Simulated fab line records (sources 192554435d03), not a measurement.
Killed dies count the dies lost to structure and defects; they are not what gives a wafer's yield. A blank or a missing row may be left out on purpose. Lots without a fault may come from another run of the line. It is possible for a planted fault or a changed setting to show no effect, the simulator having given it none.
fab line records	flow n5_finfet
record lots=10	wafers=28	last_day=18
route steps=1938 shown BEOL_M4@1111 BEOL_M11@1549 PASSIVATION@1936
lots untouched by any fault: they come from a run of this same line in which no faults occurred
start_h: hours from the record's first day to the start of the lot's first wafer shown	wait_h: hours elapsed since this lot's preceding step	" the same as in the row above	L1.1+2: several wafers, shown together as one row	- value missing, or start not given	* or withheld: withheld	< > ~ a bound
route shown NAME@n: NAME is a module with steps in the file, n the number in the route of the first one	usual: mean and standard deviation over wafers with no fault	same: alike in all rows	chamber/n: place in a boat	sites: each site's reading	_std_site: the standard deviation of these	_edge_site: inner sites' mean taken away from outer sites' mean	radius_mm: for every site, how far away it sits from the centre of the wafer	mask NAME#n: copy n	behind: tool/chamber where the wafer was last shaped	hold: cause of the lot's hold/its duration in hours/its outcome	device: the n, p or np transistor that did not switch	end of line: at the end of the route, the tests of the same wafers	where a step has no rows: the recipe by itself	killed: not the wafer's yield, but the dies lost to structure and defects at the first sort	map: dies across one wafer; x = killed, . = not, _ = none there
set.NAME: the setting as run; set.NAME@STEP: as run at that earlier step	model.NAME: the simulator's own value behind a step, which no gauge read
the route's steps for a sample of lots (tables are steps, rows are wafers)
services: the hour from which a tool's chamber was out of use, counted from the record's first day as start_h (under 0 if before that day), plus the number of hours and why
## steps
# step N5_BEOL_M4_RC_MEAS_101
# usual DIBL_N=36.4/1.7	DIBL_P=36.4/2.1	IOFF_N=0.16/0.035	IOFF_P=0.21/0.035	ION_N=680/11	ION_P=465/6.8	SS_N=71.5/0.58	SS_P=73.2/0.72	VT_N=249/3.6	VT_P=-250/3.1
lot.wafer	tool	chamber	start_h	wait_h	DIBL_N[mV/V]	DIBL_P[mV/V]	IOFF_N[nA/um]	IOFF_P[nA/um]	ION_N[uA/um]	ION_P[uA/um]	SS_N[mV/dec]	SS_P[mV/dec]	VT_N[mV]	VT_P[mV]
L262.2	prober-02	0	176.91	0.2	34.6	34.5	0.14	0.19	669	462	71.7	72.8	252	-248
L262.4	"	0	"	"	34.0	33.7	0.13	0.17	667	460	71.6	72.1	253	-253
L262.5	"	0	"	"	37.1	37.9	0.18	0.23	689	467	71.5	73.1	246	-247
L264.3	prober-01	0	191.48	0.3	35.5	36.7	0.17	0.22	701	472	71.6	73.9	246	-246
L264.5	"	0	"	"	36.5	37.4	0.20	0.23	691	463	71.4	73.5	246	-246
L264.6	"	0	"	"	34.6	35.5	0.16	0.19	686	464	71.5	73.5	250	-251
L265.1	prober-02	0	213.96	0.0	35.7	37.8	0.17	0.19	678	457	71.7	73.8	250	-254
L265.2	"	0	"	"	34.6	35.9	0.14	0.17	662	451	71.5	73.2	252	-256
L265.5	"	0	"	"	36.0	37.8	0.18	0.20	680	459	71.9	74.4	247	-251
L267.2	prober-01	0	214.45	0.2	36.3	35.4	0.15	0.22	689	472	71.8	73.4	252	-248
L267.3	"	0	"	"	34.1	33.1	0.13	0.19	670	466	71.3	72.8	252	-246
L267.5	"	0	"	"	36.1	35.0	0.15	0.22	683	474	71.7	73.1	252	-246
L273.1	prober-01	0	246.88	0.0	36.6	34.3	0.16	0.19	675	454	72.0	72.0	248	-251
L273.5	"	0	"	"	36.4	34.9	0.16	0.20	678	459	71.6	73.1	247	-252
L274.2	prober-02	0	252.17	0.2	38.0	36.6	0.19	0.25	695	473	72.4	73.9	243	-244
L274.5	"	0	"	"	38.1	37.7	0.20	0.28	695	474	72.4	74.1	244	-244
L278.1	prober-02	0	273.42	0.0	37.1	38.1	0.16	0.22	680	461	71.9	73.2	250	-251
L278.2	"	0	"	"	36.5	37.3	0.15	0.21	656	452	71.4	72.5	254	-250
L278.4	"	0	"	"	34.3	35.6	0.13	0.19	668	465	71.2	72.7	255	-248
L279.1	prober-02	0	278.91	0.0	34.0	33.9	0.12	0.15	664	457	71.4	72.0	256	-253
L279.2	"	0	"	"	37.2	36.5	0.16	0.19	674	458	71.8	72.7	250	-252
L279.3	"	0	"	"	35.8	35.5	0.14	0.18	676	464	70.8	72.2	252	-255
L281.1	prober-01	0	302.39	0.0	36.7	38.0	0.19	0.23	681	460	71.7	73.4	245	-249
L281.4	"	0	"	"	35.4	35.9	0.17	0.19	684	460	71.5	73.1	246	-253
L281.5	"	0	"	"	35.4	36.5	0.18	0.19	690	466	71.6	73.5	248	-254
L284.3	prober-01	0	309.77	0.3	36.0	36.2	0.16	0.23	678	470	71.7	72.8	248	-249
L284.5	"	0	"	"	34.6	33.8	0.12	0.19	665	464	71.1	72.1	252	-251
L284.6	"	0	"	"	38.6	39.1	0.21	0.28	692	469	72.3	74.4	247	-247
# step N5_BEOL_M11_CD_MEAS_11
# recipe target_cd_nm=64.1	landing_energy_ev=500	detector=se_inlens	polarity=opening
# usual cd_nm=64.0/0.46
# same landing_energy_ev=500
lot.wafer	tool	chamber	start_h	wait_h	cd_nm
L262.2	cd_sem-01	0	232.81	-	63.1
L262.4	"	0	"	"	63.8
L262.5	"	0	"	"	64.3
L264.3	cd_sem-03	0	249.75	-	64.0
L264.5	"	0	"	"	64.1
L264.6	"	0	"	"	63.7
L265.1	cd_sem-03	0	273.16	-	64.4
L265.2	"	0	"	"	64.3
L265.5	"	0	"	"	64.0
L267.2	cd_sem-02	0	278.86	-	63.9
L267.3	"	0	"	"	63.3
L267.5	"	0	"	"	64.0
L274.2	cd_sem-02	0	309.72	-	64.4
L274.5	"	0	"	"	64.3
L273.1	cd_sem-03	0	312.13	-	63.7
L273.5	"	0	"	"	63.4
L278.1	cd_sem-03	0	331.73	-	64.0
L278.2	"	0	"	"	64.2
L278.4	"	0	"	"	63.8
L279.1	cd_sem-03	0	339.41	-	63.5
L279.2	"	0	"	"	63.6
L279.3	"	0	"	"	63.3
L281.1	cd_sem-02	0	369.01	-	63.8
L281.4	"	0	"	"	64.0
L281.5	"	0	"	"	64.2
L284.3	cd_sem-01	0	376.52	-	63.8
L284.5	"	0	"	"	64.2
L284.6	"	0	"	"	65.0
# step N5_BEOL_M11_OVL_MEAS_29
# recipe points_per_wafer=44
# usual V10_OVL=0.1/0.64
lot.wafer	tool	chamber	start_h	wait_h	V10_OVL[nm]
L262.2	overlay-02	0	234.55	0.0	0.8
L262.4	"	0	"	"	0.5
L262.5	"	0	"	"	0.6
L264.3	overlay-02	0	250.95	0.0	0.0
L264.5	"	0	"	"	-1.0
L264.6	"	0	"	"	-0.8
L265.1	overlay-01	0	274.40	0.0	0.3
L265.2	"	0	"	"	0.5
L265.5	"	0	"	"	1.2
L267.2	overlay-01	0	281.40	0.0	0.6
L267.3	"	0	"	"	0.2
L267.5	"	0	"	"	0.1
L274.2	overlay-02	0	312.69	0.0	0.7
L274.5	"	0	"	"	0.6
L273.1	overlay-02	0	314.34	0.0	0.0
L273.5	"	0	"	"	-0.6
L278.1	overlay-02	0	334.51	0.0	1.1
L278.2	"	0	"	"	-0.6
L278.4	"	0	"	"	-0.5
L279.1	overlay-02	0	340.45	0.0	0.3
L279.2	"	0	"	"	0.6
L279.3	"	0	"	"	-0.2
L281.1	overlay-01	0	370.14	0.0	0.8
L281.4	"	0	"	"	1.0
L281.5	"	0	"	"	1.0
L284.3	overlay-02	0	377.55	0.0	0.9
L284.5	"	0	"	"	0.6
L284.6	"	0	"	"	-0.5
# step N5_BEOL_M11_VIA_ETCH_34
# recipe chemistry=C4F6/O2	target=SiCOH_lowk	target_depth_a=1845	mask_material=SOC	taper_deg=4	time_s=69.2	ion_energy_ev=250	pressure_mtorr=30	source_w=345	bias_w=185	Ar_flow_sccm=300	C4F6_flow_sccm=10	O2_flow_sccm=10
# usual drypump_motor_current_A=5.40/0.28	oes_product_au=0.80/0.097	rf_fwd_power_W=342.3/1.4	rf_vpp_V=668/9.8	run_length_s=92.5/0.35	showerhead_plenum_p_Torr=2.86/0.071	throttle_valve_pct=20.88/0.21
lot.wafer	tool	chamber	start_h	wait_h	drypump_motor_current_A	oes_product_au	rf_fwd_power_W	rf_hours_counter_h	rf_vpp_V	run_length_s	showerhead_plenum_p_Torr	throttle_valve_pct
L262.2	rie_diel-03	2	234.82	0.0	5.23	0.68	342.8	247	659	92.6	2.80	21.05
L262.4	"	1	"	"	5.28	0.81	342.8	-	667	92.7	3.02	20.99
L262.5	"	0	"	"	5.94	0.71	342.8	-	668	92.3	2.81	20.62
L264.3	rie_diel-06	3	251.22	0.0	5.35	0.70	341.8	188	683	91.7	2.83	21.11
L264.5	"	3	"	"	5.33	0.69	342.8	-	684	91.7	2.83	21.11
L264.6	"	2	"	"	5.91	0.73	339.9	-	662	92.8	2.81	21.20
L265.1	rie_diel-06	0	274.90	0.0	5.10	0.72	341.9	180	676	92.9	2.95	20.88
L265.2	"	2	"	"	5.90	0.72	341.2	216	663	92.5	2.81	21.23
L265.5	"	3	"	"	5.32	0.70	341.7	-	686	92.0	2.83	21.11
L267.2	rie_diel-05	1	281.67	0.0	5.46	0.86	340.4	55	666	92.9	2.77	20.47
L267.3	"	0	"	"	5.01	0.92	344.4	20	659	93.1	2.91	20.89
L267.5	"	0	"	"	5.00	0.93	344.6	-	657	92.5	2.91	20.92
L274.2	rie_diel-05	0	313.80	0.0	5.02	0.92	-	30	658	70.4	2.90	20.91
L274.5	"	3	"	"	5.30	0.70	342.1	-	672	92.9	2.82	21.02
L273.1	rie_diel-05	1	314.75	0.0	5.46	0.86	-	69	665	70.2	2.76	20.50
L273.5	"	2	"	"	5.69	0.90	344.4	-	654	91.9	2.92	20.77
L278.1	rie_diel-06	2	334.78	0.0	5.89	0.71	340.9	232	664	92.6	2.80	21.25
L278.2	"	3	"	"	5.31	0.68	341.8	214	684	91.9	2.82	21.14
L278.4	"	0	"	"	5.11	0.71	340.5	193	676	93.4	2.95	20.89
L279.1	rie_diel-06	3	340.72	0.0	5.31	0.69	343.7	216	685	91.8	2.82	21.14
L279.2	"	2	"	"	5.91	0.71	343.1	234	663	93.1	2.80	21.24
L279.3	"	0	"	"	5.09	0.71	341.1	194	677	92.9	2.95	20.88
L281.1	rie_diel-03	2	370.55	0.0	5.23	0.88	341.2	33	660	92.5	2.78	20.72
L281.4	"	3	"	"	5.18	0.88	343.3	-	689	92.4	2.89	20.82
L281.5	"	2	"	"	5.25	0.87	342.9	-	659	92.4	2.78	20.72
L284.3	rie_diel-06	1	377.82	0.0	5.49	0.85	338.3	54	663	92.9	2.90	20.81
L284.5	"	2	"	"	5.93	0.70	343.1	-	664	92.7	2.80	21.27
L284.6	"	3	"	"	5.30	0.67	343.8	-	684	91.7	2.81	21.17
# step N5_BEOL_M11_CD_MEAS_35
# recipe target_cd_nm=70	polarity=opening
# usual cd_nm=69.8/0.58
lot.wafer	tool	chamber	start_h	wait_h	cd_nm
L262.2	cd_sem-03	-	235.26	0.0	69.4
L262.4	"	-	"	"	69.9
L262.5	"	-	"	"	69.9
L264.3	cd_sem-03	-	251.66	0.0	69.7
L264.5	"	-	"	"	69.8
L264.6	"	-	"	"	69.0
L265.1	cd_sem-01	-	275.34	0.0	70.7
L265.2	"	-	"	"	70.4
L265.5	"	-	"	"	70.3
L267.2	cd_sem-03	-	282.11	0.0	69.7
L267.3	"	-	"	"	69.5
L267.5	"	-	"	"	69.7
L274.2	cd_sem-02	-	314.24	0.0	70.3
L274.5	"	-	"	"	70.8
L273.1	cd_sem-03	-	315.19	0.0	69.8
L273.5	"	-	"	"	69.0
L278.1	cd_sem-02	-	335.21	0.0	69.8
L278.2	"	-	"	"	69.2
L278.4	"	-	"	"	69.8
L279.1	cd_sem-03	-	341.17	0.0	69.0
L279.2	"	-	"	"	69.5
L279.3	"	-	"	"	68.3
L281.1	cd_sem-02	-	370.99	0.0	69.9
L281.4	"	-	"	"	70.1
L281.5	"	-	"	"	69.6
L284.3	cd_sem-01	-	378.26	0.0	69.8
L284.5	"	-	"	"	70.1
L284.6	"	-	"	"	69.8
# step N5_PASSIVATION_PROBE_49
# usual defect_limited_yield=91.3/1.4	killed_at_M0_to_M3=36/11	killed_at_M4_up=13/5.2	killed_at_contacts=13/6.5	killed_at_front_end=37/11	killed_at_other=3.6/2.9	killed_dies=103/17	killed_on_rim=13/3.6	killed_open=68/12	killed_short=33/7.3	sort_bin_5_function=5.2/0.91	sort_bin_6_memory=3.2/0.67	sort_bin_8_speed=0.00/0.0099	sort_n_pass=1077/17	sort_yield_pct=91.3/1.4
# same gross_dies=1180	killed_at_back_side=0	sort_bin_4_leakage[%]=0
lot.wafer	tool	chamber	start_h	wait_h	defect_limited_yield[%]	killed_at_M0_to_M3	killed_at_M4_up	killed_at_contacts	killed_at_front_end	killed_at_other	killed_dies	killed_on_rim	killed_open	killed_short	sort_bin_5_function[%]	sort_bin_6_memory[%]	sort_bin_8_speed[%]	sort_n_pass	sort_yield_pct[%]
L273.1	prober-02	-	353.53	0.0	0	38	1093	17	30	2	1180	152	61	33	96.9	3.0	0	0	0
L273.5	prober-02	-	353.73	0.2	90.6	35	16	13	45	2	111	17	61	45	5.4	3.6	0	1069	90.6
L274.2	prober-01	-	368.00	0.1	0	34	1096	6	42	2	1180	152	59	34	97.4	2.3	0	0	0
L274.5	prober-01	-	368.15	0.2	92.3	25	17	4	41	4	91	16	48	41	4.7	2.7	0	1089	92.3
# killed by level:class
L273.1 BEOL_M11:area_etch=1085 MOL_CONTACT_COAG:geometric_particle:open=16 FIN_SAQP:geometric_particle:short=11 BEOL_M3:geometric_particle:open=9 BEOL_M0_SAQP:geometric_particle:short=7 BEOL_M0_SAQP:geometric_particle:open=7 STI_FIN_REVEAL:geometric_particle:open=6 BEOL_M4:geometric_particle:open=5
L273.5 MOL_CONTACT_COAG:geometric_particle:open=11 FIN_SAQP:geometric_particle:short=10 BEOL_M2:geometric_particle:short=8 FIN_SAQP:geometric_particle:open=7 STI_FIN_REVEAL:geometric_particle:open=7 BEOL_M0:geometric_particle:open=6 BEOL_M3:geometric_particle:open=6 GATE_CUT:geometric_particle:short=5
L274.2 BEOL_M11:area_etch=1085 FIN_SAQP:geometric_particle:open=9 FIN_SAQP:geometric_particle:short=9 BEOL_M1:geometric_particle:open=8 STI_FIN_REVEAL:geometric_particle:open=7 BEOL_M3:geometric_particle:open=6 MOL_CONTACT_COAG:geometric_particle:open=5 BEOL_M0_SAQP:geometric_particle:short=5
L274.5 FIN_SAQP:geometric_particle:short=11 FIN_SAQP:geometric_particle:open=9 BEOL_M0_SAQP:geometric_particle:open=7 BEOL_M1:geometric_particle:open=6 BEOL_M0_SAQP:geometric_particle:short=5 STARTING-WAFER:geometric_particle:short=5 STI_FIN_REVEAL:geometric_particle:open=3 GATE_CUT:geometric_particle:short=3
## services
tool	chamber	start_h	hours	kind
rie_diel-03	3	218.18	-	clean
rie_diel-03	3	218.18	-	consumable_replace:focus_ring
rie_diel-03	3	218.18	18.2	scheduled_down
rie_diel-03	3	218.18	18.2	vent_cycle
rie_diel-03	-	223.67	1.2	repair
rie_diel-06	3	226.39	4.2	repair
rie_diel-06	2	227.03	16.7	repair
rie_diel-03	2	249.30	-	clean
rie_diel-03	2	249.30	-	consumable_replace:focus_ring
rie_diel-03	2	249.30	16.8	scheduled_down
rie_diel-03	2	249.30	16.8	vent_cycle
rie_diel-03	-	252.99	2.8	pm
rie_diel-03	3	257.10	10.3	repair
rie_diel-03	0	275.51	4.4	repair
rie_diel-03	-	281.98	0.1	repair
rie_diel-06	0	287.29	12.3	repair
rie_diel-05	2	295.07	17.0	repair
rie_diel-05	2	316.07	4.0	repair
rie_diel-03	3	317.28	3.7	repair
rie_diel-03	0	360.38	-	clean
rie_diel-03	0	360.38	-	consumable_replace:focus_ring
rie_diel-03	0	360.38	16.6	scheduled_down
rie_diel-05	1	370.48	4.3	repair
rie_diel-05	1	375.69	6.9	repair
## key
first_sign step=N5_BEOL_M11_VIA_ETCH_34	reading=run_length_s	direction=down	sigmas=64	usual=*	struck=*
effect step=N5_PASSIVATION_PROBE_49	reading=killed_at_M4_up	direction=up	sigmas=99+	usual=13	struck=1094
more_kills_born_at N5_BEOL_M11_VIA_ETCH_34@rie_diel-05=2170
met_at N5_BEOL_M11_VIA_ETCH_34
struck_lots L273,L274
struck_wafers L273.1,L274.2
later_rows_left_out L273.1,L274.2
not_acting_at N5_BEOL_M11_CD_MEAS_11,N5_BEOL_M11_OVL_MEAS_29,N5_BEOL_M11_CD_MEAS_35
onset_between 281.67 313.80
fault kind=process_parameter_drift	tool=rie_diel-05	chamber=-	onset_h=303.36	steps=N5_BEOL_M11_VIA_ETCH_34	channel=time_s	offset=*	shape=step	end_h=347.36	scope=struck_wafers_only	acts_in=*	stated=*
# later_rows_left_out: the simulator's readings of these wafers behind a module that went badly wrong aren't trusted and aren't shown, but for the sort
